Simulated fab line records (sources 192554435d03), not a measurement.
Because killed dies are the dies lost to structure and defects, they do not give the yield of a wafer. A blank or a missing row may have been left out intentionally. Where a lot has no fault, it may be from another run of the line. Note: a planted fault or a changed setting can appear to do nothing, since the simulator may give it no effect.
Split-lot study + flow n5_finfet + 7 lots, 39 wafers read, on a route of 1938 steps

ABOUT THE SPLIT
At N5_GATE_CUT_ETCH_56 (etches TiN in Cl2/Ar, target depth 21.6 nm), the setting target_depth_a was moved away from the recipe's 216 angstrom on 15 of the 39 wafers read, by -23.8% to +58.4%. This setting was run at the recipe's value on the other wafers.

The reading is taken at the split's own step.

THE READING
etch.depth_nm (the simulator's own value, which no gauge read), in nm, at N5_GATE_CUT_ETCH_56 (etches TiN in Cl2/Ar, target depth 21.6 nm). The file gives no usual value for it. Here, 24 wafers ran the recipe; their average is 21.65 nm with a standard deviation of 0.3 nm.

| wafer  | tool, chamber at the split | target_depth_a as run, angstrom | against the recipe | etch.depth_nm, nm | against lot-mates on the recipe |
|--------|----------------------------|---------------------------------|--------------------|-------------------|---------------------------------|
| L074.1 | rie_metal-03, 1            | 257.9                           | +19.4%             | 25.6              | +4.23                           |
| L074.2 | rie_metal-03, 1            | 216                             | recipe             | 21.42             | -                               |
| L074.3 | rie_metal-03, 1            | 257.9                           | +19.4%             | 25.53             | +4.16                           |
| L074.4 | rie_metal-03, 1            | 257.9                           | +19.4%             | 25.54             | +4.17                           |
| L074.5 | rie_metal-03, 1            | 216                             | recipe             | 21.38             | -                               |
| L074.6 | rie_metal-03, 1            | 216                             | recipe             | 21.32             | -                               |
| L082.1 | rie_metal-02, 1            | 216                             | recipe             | 22                | -                               |
| L082.2 | rie_metal-02, 0            | 216                             | recipe             | 21.31             | -                               |
| L082.3 | rie_metal-02, 0            | 216                             | recipe             | 21.36             | -                               |
| L082.4 | rie_metal-02, 1            | 216                             | recipe             | 21.84             | -                               |
| L082.5 | rie_metal-02, 1            | 216                             | recipe             | 21.88             | -                               |
| L082.6 | rie_metal-02, 0            | 216                             | recipe             | 21.33             | -                               |
| L086.1 | rie_metal-03, 1            | 216                             | recipe             | 21.43             | -                               |
| L086.2 | rie_metal-03, 0            | 216                             | recipe             | 21.69             | -                               |
| L086.3 | rie_metal-03, 1            | 302.6                           | +40.1%             | 30.38             | +8.83                           |
| L086.4 | rie_metal-03, 0            | 302.6                           | +40.1%             | 30.55             | +9.00                           |
| L086.5 | rie_metal-03, 0            | 302.6                           | +40.1%             | 30.43             | +8.88                           |
| L086.6 | rie_metal-03, 1            | 216                             | recipe             | 21.52             | -                               |
| L089.1 | rie_metal-03, 1            | 342.2                           | +58.4%             | 34.28             | +12.49                          |
| L089.2 | rie_metal-03, 0            | 216                             | recipe             | 21.74             | -                               |
| L089.3 | rie_metal-03, 1            | 216                             | recipe             | 21.72             | -                               |
| L089.4 | rie_metal-03, 0            | 216                             | recipe             | 21.9              | -                               |
| L089.5 | rie_metal-03, 0            | 342.2                           | +58.4%             | 34.45             | +12.66                          |
| L089.6 | rie_metal-03, 1            | 342.2                           | +58.4%             | 34.17             | +12.38                          |
| L090.1 | rie_metal-02, 0            | 307.3                           | +42.3%             | 30.95             | +8.75                           |
| L090.2 | rie_metal-02, 1            | 216                             | recipe             | 22.18             | -                               |
| L090.3 | rie_metal-02, 0            | 307.3                           | +42.3%             | 30.76             | +8.56                           |
| L090.4 | rie_metal-02, 1            | 216                             | recipe             | 22.13             | -                               |
| L090.5 | rie_metal-02, 0            | 307.3                           | +42.3%             | 30.72             | +8.52                           |
| L090.6 | rie_metal-02, 1            | 216                             | recipe             | 22.28             | -                               |
| L092.1 | rie_metal-01, 1            | 216                             | recipe             | 21.66             | -                               |
| L092.2 | rie_metal-01, 0            | 164.5                           | -23.8%             | 16.35             | -5.26                           |
| L092.3 | rie_metal-01, 0            | 164.5                           | -23.8%             | 16.29             | -5.32                           |
| L092.4 | rie_metal-01, 1            | 216                             | recipe             | 21.82             | -                               |
| L092.5 | rie_metal-01, 1            | 164.5                           | -23.8%             | 16.45             | -5.16                           |
| L092.6 | rie_metal-01, 0            | 216                             | recipe             | 21.34             | -                               |
| L097.2 | rie_metal-01, 0            | 216                             | recipe             | 21.26             | -                               |
| L097.3 | rie_metal-01, 0            | 216                             | recipe             | 21.49             | -                               |
| L097.6 | rie_metal-01, 1            | 216                             | recipe             | 21.52             | -                               |

THE FIT
A straight line over all 39 wafers: etch.depth_nm changes by +0.217 nm for each +1% of target_depth_a; r = +1.00; the points scatter about the line by 0.26 nm.
The same after taking each lot's own level away (the mean of its wafers on the recipe; 39 wafers): +0.214 nm for each +1%; r = +1.00; scatter 0.22 nm.
That fit puts the effect of the largest move of target_depth_a on the reading at 13 nm.
The lots' own levels span 21.373 to 22.197 nm, that is 2.8 times the standard deviation above.
Consequently the slope shifts little with the lot-to-lot level, the two slopes agreeing.
Check: with one of the wafers moved furthest among these (+58.4%) left out of the fit, the line predicts +12.5 nm for it against its lot-mates. Against them it came out at +12.5 nm.

THE OTHER SPLITS THESE WAFERS WENT THROUGH
Before the reading, these wafers also passed through other splits. Each is held against what the fit with the lots' levels taken away leaves over:
| other split on the same wafers     | wafers away from the commonest value | r with etch.depth_nm (lot level and that fit taken away) |
|------------------------------------|--------------------------------------|----------------------------------------------------------|
| N5_FIN_SAQP_HM_DEP_03 target_thk_a | 18                                   | +0.02                                                    |

THE FILE'S OWN FIT
etch.depth_nm changes by +0.214 nm for each +1% of target_depth_a, r = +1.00.
